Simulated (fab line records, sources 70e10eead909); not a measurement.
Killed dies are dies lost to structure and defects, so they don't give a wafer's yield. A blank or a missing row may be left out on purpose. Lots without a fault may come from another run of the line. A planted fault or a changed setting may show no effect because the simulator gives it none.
Chamber matching | flow nand_harc | NHARC_P_M2_DEP_33 on pecvd-01: 3 sister chambers
The step deposits SiCN, target thk 30 nm. 6 wafers are shown with their chamber, then 11 later ones without.

WAFERS WITH THEIR CHAMBER
wafer  | chamber | heater_power_w (W)
L087.6 | 2       | 581
L089.1 | 2       | 485
L094.1 | 1       | 587
L094.3 | 0       | 685
L094.4 | 0       | 679
L095.1 | 1       | 594

WAFERS WITHOUT THEIR CHAMBER
wafer  | heater_power_w (W)
L095.2 | 612
L095.3 | 751
L096.1 | 575
L096.2 | 679
L096.3 | 593
L096.4 | 561
L096.5 | 581
L096.6 | 677
L097.1 | 562
L097.5 | 784
L097.6 | 573

WHICH CHAMBER EACH WENT THROUGH
wafer  | from the rows above          | in truth
L095.2 | can't be placed: 1 or 0 or 2 | 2
L095.3 | 0                            | 0
L096.1 | can't be placed: 1 or 2      | 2
L096.2 | 0                            | 0
L096.3 | can't be placed: 1 or 2      | 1
L096.4 | can't be placed: 2 or 1      | 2
L096.5 | can't be placed: 1 or 2      | 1
L096.6 | 0                            | 0
L097.1 | can't be placed: 1 or 2      | 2
L097.5 | 0                            | 0
L097.6 | can't be placed: 1 or 2      | 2
Placed correctly: 4 of 11. Can't be placed from these rows: 7 (the true chamber is among the candidates in 7). Placed wrongly: 0.
How it was worked out, from the rows above alone: a wafer's distance from a chamber is the root of the sum, over the readings, of the square of ((its reading less the chamber's mean) divided by the reading's scatter). The wafer belongs to the nearest chamber; if the next one is less than 2 further off, it can't be placed. A chamber's mean is the mean of its shown wafers. The scatter: the root of (the sum of the squares of (reading less its chamber's mean) over the shown wafers, divided by (wafers less chambers)).
